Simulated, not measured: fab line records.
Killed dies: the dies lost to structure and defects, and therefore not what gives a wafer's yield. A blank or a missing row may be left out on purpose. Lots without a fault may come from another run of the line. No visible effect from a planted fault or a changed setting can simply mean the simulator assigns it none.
Chamber matching | flow nand-harc | NHARC_HYBRID_BOND_ACTIVATE_00 on rie-diel-01: 4 sister chambers
The step chemistry N2, time 60 s. 4 wafers are shown with their chamber, then 7 later ones without.

## WAFERS WITH THEIR CHAMBER
wafer  | chamber | drypump-motor-current-A (A)
L083.1 | 1       | 6.1
L083.2 | 2       | 5.1
L083.3 | 3       | 5.5
L083.5 | 0       | 5.9

## WAFERS WHOSE CHAMBER IS MISSING
wafer  | drypump-motor-current-A (A)
L083.6 | 6.1
L090.2 | 6.1
L090.3 | 5.9
L090.4 | 5.1
L094.1 | 5.1
L094.5 | 5.5
L094.6 | 5.2

## WHICH CHAMBER EACH WENT THROUGH
wafer  | from the rows above | in truth
L083.6 | 1                   | 1
L090.2 | 1                   | 1
L090.3 | 0                   | 0
L090.4 | 2                   | 2
L094.1 | 2                   | 2
L094.5 | 3                   | 3
L094.6 | 2                   | 2
Correct placement for 7 of the 7. Number that these rows cannot place: 0. Number placed wrongly: 0.
How it was worked out, from the rows above alone: a wafer's distance from a chamber is the root of the sum, over the readings, of the square of ((its reading less the chamber's mean) divided by the reading's scatter). The wafer belongs to the nearest chamber; if the next one is less than 2 further off, it can't be placed. Each chamber's mean is taken over the wafers shown for it. The scatter: with one shown wafer a chamber, the root of the mean of the squares of how far each hidden wafer lies from its nearest shown one.
